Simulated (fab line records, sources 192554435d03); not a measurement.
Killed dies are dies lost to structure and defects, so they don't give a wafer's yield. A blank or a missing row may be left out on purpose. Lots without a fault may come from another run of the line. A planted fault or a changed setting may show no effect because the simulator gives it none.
Which tool did it? | flow n5_finfet | 23 lots, 69 wafers sampled, at 6 steps of a route of 1938

WHAT THE GAUGES READ, wafer by wafer
N5_SD_EPI_P_CD_MEAS_09: target cd 240 nm.
lot  | measured    | on        | cd_nm (nm)
L074 | day 3 08:18 | cd_sem-02 | 241.2 241.1 241.1
L075 | day 3 12:11 | cd_sem-03 | 239.3 239.2 239.6
L076 | day 3 19:38 | cd_sem-01 | 240.2 239.7 238.6
L077 | day 4 02:12 | cd_sem-01 | 238.5 239.2 239.8
L078 | day 4 05:04 | cd_sem-02 | 239.1 240.0 240.1
L079 | day 4 13:29 | cd_sem-02 | 241.4 240.8 240.7
L080 | day 4 17:08 | cd_sem-03 | 240.9 240.8 241.6
L081 | day 5 00:20 | cd_sem-01 | 239.0 240.5 239.9
L082 | day 5 09:13 | cd_sem-01 | 239.4 239.8 241.2
L083 | day 5 13:20 | cd_sem-01 | 240.2 239.8 238.8
L084 | day 5 21:14 | cd_sem-02 | 240.2 240.4 240.6
L085 | day 6 01:43 | cd_sem-03 | 242.2 241.1 240.2
L086 | day 6 04:42 | cd_sem-01 | 239.6 240.0 238.2
L087 | day 6 14:31 | cd_sem-02 | 238.8 240.1 239.1
L088 | day 6 20:19 | cd_sem-02 | 240.1 239.6 239.6
L089 | day 7 02:17 | cd_sem-03 | 238.7 239.0 238.9
L091 | day 7 10:24 | cd_sem-01 | 239.1 240.1 239.6
L092 | day 7 17:46 | cd_sem-03 | 239.2 240.2 240.6
L093 | day 7 23:30 | cd_sem-03 | 239.3 240.5 241.0
L094 | day 8 05:31 | cd_sem-02 | 239.2 239.1 239.5
L095 | day 8 10:59 | cd_sem-03 | 240.3 241.1 239.6
L096 | day 8 16:37 | cd_sem-03 | 239.8 238.8 239.0
L097 | day 9 02:06 | cd_sem-03 | 240.3 239.8 240.2

N5_SDB_OVL_MEAS_12.
lot  | measured    | on         | SDB_OVL (nm)
L074 | day 3 20:10 | overlay-02 | -0.8 -1.0 -1.2
L075 | day 3 23:52 | overlay-02 | 0.0 -0.6 0.6
L076 | day 4 07:33 | overlay-02 | 1.1 1.3 0.6
L077 | day 4 13:37 | overlay-02 | -0.4 0.0 -0.6
L078 | day 4 16:27 | overlay-02 | 0.7 0.9 0.5
L079 | day 5 04:02 | overlay-02 | 0.9 -1.4 -0.7
L080 | day 5 08:10 | overlay-02 | 0.0 -0.6 1.2
L081 | day 5 13:54 | overlay-02 | 0.0 -0.9 0.7
L082 | day 5 21:14 | overlay-02 | 1.1 0.9 0.5
L083 | day 6 02:18 | overlay-02 | 0.3 -1.3 -0.6
L084 | day 6 10:04 | overlay-01 | 0.6 1.9 0.9
L085 | day 6 14:19 | overlay-01 | -1.0 0.9 -0.4
L086 | day 6 16:29 | overlay-02 | 0.1 1.4 0.1
L087 | day 7 02:06 | overlay-01 | -0.4 0.1 0.7
L088 | day 7 08:05 | overlay-01 | -0.7 -0.9 -0.8
L089 | day 7 14:08 | overlay-01 | 1.5 1.0 -1.0
L091 | day 7 22:34 | overlay-01 | 1.0 0.4 0.5
L092 | day 8 05:59 | overlay-02 | 0.3 -1.1 -0.1
L093 | day 8 11:45 | overlay-01 | 0.1 -0.4 -0.1
L094 | day 8 19:13 | overlay-01 | 0.2 0.2 -0.7
L095 | day 8 23:30 | overlay-02 | -0.1 0.5 0.9
L096 | day 9 06:25 | overlay-01 | -0.4 0.5 -0.9
L097 | day 9 14:38 | overlay-01 | 0.9 1.2 1.0

WHICH TOOL RAN EACH LOT (tool, then ch and the chambers of the sampled wafers, then the start)
lot  | N5_DUMMY_GATE_STRIP_40            | N5_DUMMY_GATE_ETCH_31             | N5_DUMMY_GATE_ETCH_23           | N5_SD_EPI_P_ETCH_16
L074 | rie_diel-02 ch 0,3, day 3 00:44   | rie_diel-02 ch 0,3, day 3 00:54   | rie_si-06 ch 1,3, day 3 01:11   | rie_diel-06 ch 0,1,3, day 3 09:04
L075 | rie_diel-02 ch 1,2, day 3 05:55   | rie_diel-05 ch 2,3, day 3 06:02   | rie_si-06 ch 1,2,3, day 3 06:19 | rie_diel-06 ch 1,2,3, day 3 13:08
L076 | rie_diel-05 ch 1,2,3, day 3 12:50 | rie_diel-02 ch 0,3, day 3 13:05   | rie_si-01 ch 0,1, day 3 13:22   | rie_diel-05 ch 0,1,3, day 3 20:20
L077 | rie_diel-05 ch 0,2, day 3 19:21   | rie_diel-05 ch 0,1,2, day 3 19:27 | rie_si-06 ch 0,1,3, day 3 19:44 | rie_diel-02 ch 0,1, day 4 02:54
L078 | rie_diel-02 ch 0,3, day 3 22:18   | rie_diel-02 ch 0,2,3, day 3 22:25 | rie_si-01 ch 2,3, day 3 22:42   | rie_diel-05 ch 1,2,3, day 4 05:47
L079 | rie_diel-06 ch 0,2,3, day 4 05:57 | rie_diel-05 ch 0,2, day 4 06:14   | rie_si-01 ch 0,1, day 4 06:31   | rie_diel-05 ch 1,3, day 4 14:11
L080 | rie_diel-06 ch 2,3, day 4 10:12   | rie_diel-02 ch 1,2, day 4 10:18   | rie_si-06 ch 0,2,3, day 4 10:35 | rie_diel-05 ch 1,2, day 4 18:17
L081 | rie_diel-05 ch 2,3, day 4 17:08   | rie_diel-06 ch 0,3, day 4 17:15   | rie_si-01 ch 0,1,3, day 4 17:32 | rie_diel-05 ch 1,2,3, day 5 02:01
L082 | rie_diel-06 ch 0,1,2, day 5 01:34 | rie_diel-02 ch 0,3, day 5 01:53   | rie_si-02 ch 1,2,3, day 5 02:10 | rie_diel-06 ch 2,3, day 5 10:07
L083 | rie_diel-06 ch 1,2, day 5 05:10   | rie_diel-02 ch 0,2,3, day 5 05:16 | rie_si-06 ch 0,3, day 5 05:33   | rie_diel-06 ch 0,1, day 5 14:26
L084 | rie_diel-02 ch 0,3, day 5 13:59   | rie_diel-05 ch 0,1,2, day 5 14:07 | rie_si-01 ch 0,1,3, day 5 14:24 | rie_diel-02 ch 1,3, day 5 21:56
L085 | rie_diel-02 ch 1,3, day 5 18:46   | rie_diel-05 ch 0,2,3, day 5 18:52 | rie_si-01 ch 0,2,3, day 5 19:08 | rie_diel-05 ch 2,3, day 6 02:25
L086 | rie_diel-05 ch 0,1,2, day 5 22:11 | rie_diel-06 ch 0,1,2, day 5 22:17 | rie_si-02 ch 0,1,3, day 5 22:34 | rie_diel-06 ch 1,2,3, day 6 05:25
L087 | rie_diel-05 ch 0,2,3, day 6 06:34 | rie_diel-05 ch 0,2,3, day 6 06:40 | rie_si-02 ch 1,2, day 6 06:56   | rie_diel-05 ch 1,2,3, day 6 15:13
L088 | rie_diel-02 ch 0,2,3, day 6 11:44 | rie_diel-06 ch 0,2,3, day 6 12:08 | rie_si-01 ch 0,3, day 6 12:25   | rie_diel-05 ch 0,1,2, day 6 21:02
L089 | rie_diel-02 ch 0,2,3, day 6 18:45 | rie_diel-02 ch 0,1,2, day 6 18:50 | rie_si-01 ch 0,1,2, day 6 19:07 | rie_diel-06 ch 1,2,3, day 7 03:01
L091 | rie_diel-02 ch 1,2,3, day 7 03:38 | rie_diel-05 ch 1,2,3, day 7 03:44 | rie_si-01 ch 0,2,3, day 7 04:01 | rie_diel-02 ch 1,2, day 7 11:06
L092 | rie_diel-02 ch 0,1,2, day 7 11:13 | rie_diel-02 ch 0,1,2, day 7 11:20 | rie_si-02 ch 0,1, day 7 11:35   | rie_diel-06 ch 0,1, day 7 18:29
L093 | rie_diel-06 ch 0,2,3, day 7 16:34 | rie_diel-02 ch 0,2, day 7 16:40   | rie_si-06 ch 0,2, day 7 16:57   | rie_diel-05 ch 0,3, day 8 00:13
L094 | rie_diel-05 ch 0,2,3, day 7 22:32 | rie_diel-05 ch 1,2,3, day 7 22:38 | rie_si-06 ch 0,1,2, day 7 22:55 | rie_diel-02 ch 0,1,2, day 8 06:13
L095 | rie_diel-05 ch 0,1, day 8 04:43   | rie_diel-02 ch 0,1,2, day 8 04:49 | rie_si-06 ch 0,1,2, day 8 05:05 | rie_diel-06 ch 1,2,3, day 8 11:42
L096 | rie_diel-06 ch 0,1,2, day 8 09:52 | rie_diel-06 ch 2,3, day 8 09:58   | rie_si-02 ch 0,2,3, day 8 10:14 | rie_diel-02 ch 2,3, day 8 17:34
L097 | rie_diel-05 ch 2,3, day 8 17:22   | rie_diel-02 ch 2,3, day 8 17:37   | rie_si-06 ch 1,2, day 8 17:54   | rie_diel-05 ch 0,3, day 9 02:49
- N5_DUMMY_GATE_STRIP_40: strips in CF4.
- N5_DUMMY_GATE_ETCH_31: etches SiO2 in C4F6/O2, target depth 82.5 nm, time 27.5 s.
- N5_DUMMY_GATE_ETCH_23: etches poly-Si in HBr/Cl2/O2, target depth 41 nm, time 22.3 s.
- N5_SD_EPI_P_ETCH_16: etches SiO2 in CHF3/O2, target depth 5 nm.

WHAT THE TOOLS THEMSELVES READ (means of the sampled wafers that have a number; where no wafer has one, the mark that the record gives instead)
N5_DUMMY_GATE_STRIP_40.
lot  | tool        | drypump_motor_current_A (A) | oes_product_au (a.u.) | rf_vpp_V (V) | showerhead_plenum_p_Torr (Torr) | throttle_valve_pct (%)
L074 | rie_diel-02 | 5.3                         | 0.71                  | 271.5        | 1.83                            | 13.80
L075 | rie_diel-02 | 5.7                         | 0.88                  | 270.3        | 1.79                            | 13.53
L076 | rie_diel-05 | 5.6                         | 0.77                  | 272.3        | 1.82                            | 13.52
L077 | rie_diel-05 | 5.5                         | 0.87                  | 270.7        | 1.77                            | 13.14
L078 | rie_diel-02 | 5.3                         | 0.71                  | 272.3        | 1.83                            | 13.83
L079 | rie_diel-06 | 5.5                         | 0.78                  | 272.4        | 1.83                            | 13.64
L080 | rie_diel-06 | 5.6                         | 0.75                  | 272.3        | 1.87                            | 13.65
L081 | rie_diel-05 | 5.8                         | 0.81                  | 271.7        | 1.80                            | 13.36
L082 | rie_diel-06 | 5.8                         | 0.75                  | 271.6        | 1.80                            | 13.65
L083 | rie_diel-06 | 6.2                         | 0.71                  | 270.9        | 1.81                            | 13.67
L084 | rie_diel-02 | 5.3                         | 0.70                  | 272.4        | 1.82                            | 13.86
L085 | rie_diel-02 | 5.6                         | 0.74                  | 270.0        | 1.76                            | 13.70
L086 | rie_diel-05 | 5.7                         | 0.81                  | 271.9        | 1.80                            | 13.31
L087 | rie_diel-05 | 5.5                         | 0.79                  | 271.4        | 1.78                            | 13.42
L088 | rie_diel-02 | 5.6                         | 0.71                  | 271.4        | 1.80                            | 13.76
L089 | rie_diel-02 | 5.6                         | 0.71                  | 272.3        | 1.80                            | 13.75
L091 | rie_diel-02 | 5.7                         | 0.77                  | 269.9        | 1.77                            | 13.66
L092 | rie_diel-02 | 5.6                         | 0.77                  | 271.5        | 1.81                            | 13.72
L093 | rie_diel-06 | 5.4                         | 0.75                  | 272.6        | 1.82                            | 13.68
L094 | rie_diel-05 | 5.5                         | 0.78                  | 270.0        | 1.78                            | 13.46
L095 | rie_diel-05 | 5.3                         | 0.78                  | 270.7        | 1.78                            | 13.37
L096 | rie_diel-06 | 5.8                         | 0.73                  | 270.6        | 1.80                            | 13.71
L097 | rie_diel-05 | 5.8                         | 0.78                  | 271.3        | 1.79                            | 13.43

N5_DUMMY_GATE_ETCH_31.
lot  | tool        | drypump_motor_current_A (A) | mfc_ar_sccm (sccm) | oes_product_au (a.u.) | rf_vpp_V (V) | showerhead_plenum_p_Torr (Torr) | throttle_valve_pct (%)
L074 | rie_diel-02 | 5.3                         | 299.8              | 0.72                  | 670          | 2.92                            | 21.46
L075 | rie_diel-05 | 5.8                         | 300.2              | 0.84                  | 681          | 2.88                            | 21.01
L076 | rie_diel-02 | 5.4                         | 300.2              | 0.71                  | 664          | 2.85                            | 21.35
L077 | rie_diel-05 | 5.7                         | 299.4              | 0.85                  | 668          | 2.88                            | 20.88
L078 | rie_diel-02 | 5.6                         | 298.8              | 0.73                  | 666          | 2.87                            | 21.28
L079 | rie_diel-05 | 5.9                         | 300.3              | 0.89                  | 675          | 2.87                            | 20.82
L080 | rie_diel-02 | 5.7                         | 299.5              | 0.86                  | 655          | 2.80                            | 21.04
L081 | rie_diel-06 | 5.4                         | 300.7              | 0.80                  | 678          | 2.84                            | 21.38
L082 | rie_diel-02 | 5.4                         | 298.8              | 0.70                  | 665          | 2.85                            | 21.37
L083 | rie_diel-02 | 5.6                         | 300.1              | 0.73                  | 666          | 2.87                            | 21.28
L084 | rie_diel-05 | 5.7                         | 299.3              | 0.83                  | 668          | 2.87                            | 20.91
L085 | rie_diel-05 | 5.5                         | 299.3              | 0.81                  | 668          | 2.84                            | 21.09
L086 | rie_diel-06 | 5.7                         | 299.3              | 0.75                  | 675          | 2.85                            | 21.28
L087 | rie_diel-05 | 5.5                         | 299.8              | 0.81                  | 667          | 2.84                            | 21.09
L088 | rie_diel-06 | 5.5                         | 299.9              | 0.76                  | 671          | 2.90                            | 21.34
L089 | rie_diel-02 | 5.6                         | 300.5              | 0.79                  | 662          | 2.86                            | 21.24
L091 | rie_diel-05 | 5.6                         | 299.4              | 0.76                  | 674          | 2.88                            | 21.12
L092 | rie_diel-02 | 5.6                         | 299.8              | 0.77                  | 662          | 2.86                            | 21.25
L093 | rie_diel-02 | 5.7                         | 301.1              | 0.75                  | 668          | 2.88                            | 21.23
L094 | rie_diel-05 | 5.6                         | 299.6              | 0.75                  | 673          | 2.88                            | 21.11
L095 | rie_diel-02 | 5.6                         | 299.2              | 0.77                  | 662          | 2.85                            | 21.27
L096 | rie_diel-06 | 5.6                         | 300.8              | 0.74                  | 664          | 2.96                            | 21.29
L097 | rie_diel-02 | 5.7                         | 299.7              | 0.90                  | 661          | 2.80                            | 20.92

N5_DUMMY_GATE_ETCH_23.
lot  | tool      | HBr_flow_sccm (sccm) | drypump_motor_current_A (A) | mfc_cl2_sccm (sccm) | oes_product_au (a.u.) | throttle_valve_pct (%)
L074 | rie_si-06 | 150.0                | 5.9                         | 79.99               | 1.025                 | 37.11
L075 | rie_si-06 | 150.7                | 5.6                         | 79.83               | 1.014                 | 37.29
L076 | rie_si-01 | 150.1                | 5.8                         | 80.04               | 1.003                 | 37.21
L077 | rie_si-06 | 149.9                | 5.8                         | 80.19               | 1.030                 | 37.17
L078 | rie_si-01 | 150.2                | 6.3                         | 80.20               | 0.985                 | 37.33
L079 | rie_si-01 | 149.9                | 5.8                         | 80.05               | 0.994                 | 37.22
L080 | rie_si-06 | 149.8                | 5.8                         | 80.32               | 1.012                 | 37.03
L081 | rie_si-01 | 150.0                | 6.0                         | 80.06               | 0.991                 | 37.25
L082 | rie_si-02 | 149.7                | 5.7                         | 80.10               | 0.989                 | 37.35
L083 | rie_si-06 | 149.9                | 6.1                         | 80.13               | 1.013                 | 36.85
L084 | rie_si-01 | 150.2                | 6.0                         | 79.90               | 1.002                 | 37.24
L085 | rie_si-01 | 150.1                | 6.1                         | 80.09               | 0.978                 | 37.30
L086 | rie_si-02 | 150.8                | 6.0                         | 80.18               | 1.005                 | 37.40
L087 | rie_si-02 | 149.9                | 5.8                         | 80.14               | 1.002                 | 37.52
L088 | rie_si-01 | 149.9                | 6.1                         | 80.05               | 1.001                 | 37.25
L089 | rie_si-01 | 150.1                | 5.9                         | 79.87               | 0.995                 | 37.29
L091 | rie_si-01 | 150.1                | 6.1                         | 80.03               | 0.983                 | 37.31
L092 | rie_si-02 | 150.0                | 6.2                         | 80.00               | 1.012                 | 37.56
L093 | rie_si-06 | 149.9                | 5.4                         | 79.83               | 1.019                 | 37.22
L094 | rie_si-06 | 150.4                | 5.5                         | 79.98               | 1.015                 | 37.20
L095 | rie_si-06 | 149.5                | 5.5                         | 79.98               | 1.009                 | 37.20
L096 | rie_si-02 | 149.7                | 5.5                         | 79.90               | 0.986                 | 37.22
L097 | rie_si-06 | 150.6                | 5.3                         | 80.01               | 1.013                 | 37.31

N5_SD_EPI_P_ETCH_16.
lot  | tool        | drypump_motor_current_A (A) | mfc_ar_sccm (sccm) | oes_product_au (a.u.) | rf_vpp_V (V) | showerhead_plenum_p_Torr (Torr) | throttle_valve_pct (%)
L074 | rie_diel-06 | 5.8                         | 200.1              | 0.76                  | 531          | 2.41                            | 18.95
L075 | rie_diel-06 | 5.9                         | 200.5              | 0.74                  | 526          | 2.47                            | 18.89
L076 | rie_diel-05 | 5.3                         | 199.9              | 0.78                  | 520          | 2.42                            | 18.85
L077 | rie_diel-02 | 5.3                         | 200.0              | 0.78                  | 523          | 2.46                            | 19.13
L078 | rie_diel-05 | 5.6                         | 199.8              | 0.78                  | 531          | 2.44                            | 18.81
L079 | rie_diel-05 | 5.3                         | 199.8              | 0.72                  | 525          | 2.43                            | 19.06
L080 | rie_diel-05 | 6.0                         | 199.9              | 0.83                  | 535          | 2.46                            | 18.57
L081 | rie_diel-05 | 5.6                         | 200.2              | 0.78                  | 531          | 2.44                            | 18.83
L082 | rie_diel-06 | 5.7                         | 200.2              | 0.75                  | 523          | 2.51                            | 18.95
L083 | rie_diel-06 | 6.0                         | 199.5              | 0.74                  | 534          | 2.36                            | 18.92
L084 | rie_diel-02 | 5.6                         | 200.5              | 0.81                  | 514          | 2.35                            | 18.91
L085 | rie_diel-05 | 5.5                         | 200.3              | 0.76                  | 530          | 2.41                            | 18.98
L086 | rie_diel-06 | 5.9                         | 199.7              | 0.73                  | 525          | 2.46                            | 18.92
L087 | rie_diel-05 | 5.6                         | 200.5              | 0.77                  | 531          | 2.44                            | 18.84
L088 | rie_diel-05 | 5.7                         | 199.8              | 0.81                  | 525          | 2.43                            | 18.64
L089 | rie_diel-06 | 5.9                         | 199.7              | 0.73                  | 525          | 2.46                            | 18.93
L091 | rie_diel-02 | 5.7                         | 200.2              | 0.83                  | 516          | 2.36                            | 18.85
L092 | rie_diel-06 | 6.1                         | 200.1              | 0.72                  | 533          | 2.36                            | 18.96
L093 | rie_diel-05 | 5.1                         | 199.7              | 0.74                  | 519          | 2.38                            | 19.05
L094 | rie_diel-02 | 5.6                         | 200.1              | 0.77                  | 521          | 2.42                            | 19.02
L095 | rie_diel-06 | 5.9                         | 200.2              | 0.72                  | 524          | 2.45                            | 18.95
L096 | rie_diel-02 | 5.8                         | 200.3              | 0.90                  | 521          | 2.37                            | 18.68
L097 | rie_diel-05 | 5.1                         | 200.1              | 0.78                  | 514          | 2.37                            | 18.87

THE ANSWER, worked out from the rows above alone
Rule: what is usual is taken from the lots themselves. Put in order of their means at a reading, lots are off if they are a third of the lots or fewer, leave a main group of 4 or more, and stand apart from it by a gap of 3 or more times the standard deviation of the main group's means; of several such gaps the widest counts. A main group whose means are all the same, to the digits that the tables above print for the reading, isn't used. A lot without any number at a reading at which 4 lots or more have one is off too. The other lots that the step has rows for count as sound. The gauges are gone through in route order, then the tools' own readings, and for those a lot's mean is taken as printed above. The first step at which some lot is off is used, and at that step the reading that is off furthest; a lot without a number counts as furthest.
No lot is off at any reading shown: from this, nothing can be told.

WHAT THE SIMULATOR HAD PUT IN
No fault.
